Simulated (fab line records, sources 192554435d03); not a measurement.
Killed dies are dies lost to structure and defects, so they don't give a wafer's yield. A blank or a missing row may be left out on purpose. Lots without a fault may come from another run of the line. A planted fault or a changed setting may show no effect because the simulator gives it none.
A struck lot beside a sound one | flow n5_finfet | 21 steps out of a route of 1938
Sound: wafers L408.2, L408.5, L408.6. Struck: wafers L415.4, L415.6. (L415.2 of the same lot was not struck and is left out.) The cause comes at the end.
At each step with rows: each side's tool, then ch and its chambers, then its first start. Under that, the readings that differ: sound wafers | struck wafers | difference of the means | sigmas: that difference in standard deviations of wafers without a fault.
alike: readings whose means differ by less than 2 such deviations, and words and numbers that are the same on both sides. not compared: withheld readings, readings that some wafer has no value for, bounds like >300 that may hide the same value, and numbers for which the record gives no deviation and whose values overlap.
The two part at a step that has a row with sigmas, a row that says differs or no value, or rows on one side only. Numbers that don't overlap but have no deviation are shown without sigmas and don't part them. A reading that every wafer of one side lacks parts them only if that side has two wafers or more.

first, 8 steps without rows for these wafers: N5_BEOL_M13_COAT_58 (time 60 s, resist thk 89 nm); N5_BEOL_M13_COAT_04 (resist thk 400 nm); N5_BEOL_M13_EBR_06; N5_BEOL_M13_SOFTBAKE_05 (time 60 s); N5_BEOL_M13_EXPOSE_07 (exposes mask V12); N5_BEOL_M13_PEB_08 (peb time 90 s); N5_BEOL_M13_DEVELOP_09 (develop time 45 s); N5_BEOL_M13_HARDBAKE_14 (time 120 s).
N5_BEOL_M13_CD_MEAS_10: target cd 190 nm.
  sound on cd_sem-03 ch 0, day 12 04:20; struck on cd_sem-01 ch 0, day 14 08:21
  alike: cd_nm
N5_BEOL_M13_OVL_MEAS_11:
  sound on overlay-01 ch 0, day 12 04:22; struck on overlay-01 ch 0, day 14 08:23
  alike: V12_OVL
N5_BEOL_M13_INSPECT_12: inspects for defects (macro).
  sound on defect_inspect-01, day 12 04:23; struck on defect_inspect-02, day 14 08:24
  alike: raw_defect_count
N5_BEOL_M13_DESCUM_15: chemistry O2, time 7.9 s.
  sound on rie_diel-03 ch 0,2,3, day 12 04:25; struck on rie_diel-06 ch 0,2, day 14 08:26
  alike: drypump_motor_current_A, oes_product_au, rf_vpp_V, showerhead_plenum_p_Torr, throttle_valve_pct
  not compared: rf_hours_counter_h
N5_BEOL_M13_ETCH_59: etches BARC in N2/H2, target depth 89 nm, overetch 26.7 nm, time 67.9 s.
  sound on rie_diel-03 ch 0,2,3, day 12 04:28; struck on rie_diel-06 ch 0,2, day 14 08:28
  reading                                    | sound             | struck      | difference | sigmas
  model.coat_of_BEOL_M13_COAT_04.thk_nm (nm) | 317.8 318.8 319.6 | 285.2 276.2 | -38.0      |
  alike: drypump_motor_current_A, oes_product_au, rf_vpp_V, showerhead_plenum_p_Torr, throttle_valve_pct
  not compared: rf_hours_counter_h
N5_BEOL_M13_VIA_ETCH_16: etches SiOC in C4F8/O2/Ar, target depth 921.7 nm.
  sound on rie_diel-03 ch 0,2,3, day 12 04:31; struck on rie_diel-06 ch 0,2, day 14 08:31
  reading                                    | sound        | struck    | difference | sigmas
  model.coat_of_BEOL_M13_COAT_04.thk_nm (nm) | 72 71.4 72.6 | 36.2 26.4 | -40.7      |
  alike: drypump_motor_current_A, oes_product_au, rf_vpp_V, showerhead_plenum_p_Torr, throttle_valve_pct
N5_BEOL_M13_STRIP_63: strips in N2/H2.
  sound on plasma_asher-01 ch 0,1, day 12 04:44; struck on plasma_asher-01 ch 0, day 14 08:46
  reading                      | sound             | struck      | difference | sigmas
  oes_product_au (a.u.)        | 0.675 0.678 0.675 | 0.652 0.628 | -0.036     | -8
  strip_time_to_endpoint_s (s) | 28.2 28.1 28.4    | 17.2 13.8   | -12.7      | -13
  alike: drypump_motor_current_A, heater_power_w
  not compared: rf_hours_counter_h
N5_BEOL_M13_STRIP_64: strips in N2/H2.
  sound on plasma_asher-01 ch 0,1, day 12 04:48; struck on plasma_asher-01 ch 0, day 14 08:49
  alike: drypump_motor_current_A, heater_power_w, oes_product_au, strip_time_to_endpoint_s
  not compared: rf_hours_counter_h
then, 2 steps without rows for these wafers: N5_BEOL_M13_STRIP_71 (strips in post etch residue remover, time 60 s); N5_BEOL_M13_SRD_72 (time 30 s, dry time 30 s).
N5_BEOL_M13_CD_MEAS_17: target cd 190 nm.
  sound on cd_sem-03, day 12 04:57; struck on cd_sem-02, day 14 08:58
  reading    | sound             | struck      | difference | sigmas
  cd_nm (nm) | 192.3 188.2 187.5 | 194.5 196.9 | +6.4       | +5
then, 1 step without rows for these wafers: N5_BEOL_M13_COAT_65 (time 60 s, resist thk 350 nm).
N5_PASSIVATION_PROBE_49:
  sound on prober-01, day 13 13:43; struck on prober-01, day 15 21:13
  reading            | sound    | struck | difference | sigmas
  killed_at_contacts | 15 11 11 | 40 18  | +17        | +3
  alike: defect_limited_yield, killed_at_M0_to_M3, killed_at_M4_up, killed_at_front_end, killed_at_other, killed_dies, killed_on_rim, killed_open, killed_short, sort_bin_5_function, sort_bin_6_memory, sort_n_pass, sort_yield_pct

WHERE THEY PART
First at N5_BEOL_M13_STRIP_63; last, within this record, at N5_PASSIVATION_PROBE_49.

WHY: what the simulator had put in
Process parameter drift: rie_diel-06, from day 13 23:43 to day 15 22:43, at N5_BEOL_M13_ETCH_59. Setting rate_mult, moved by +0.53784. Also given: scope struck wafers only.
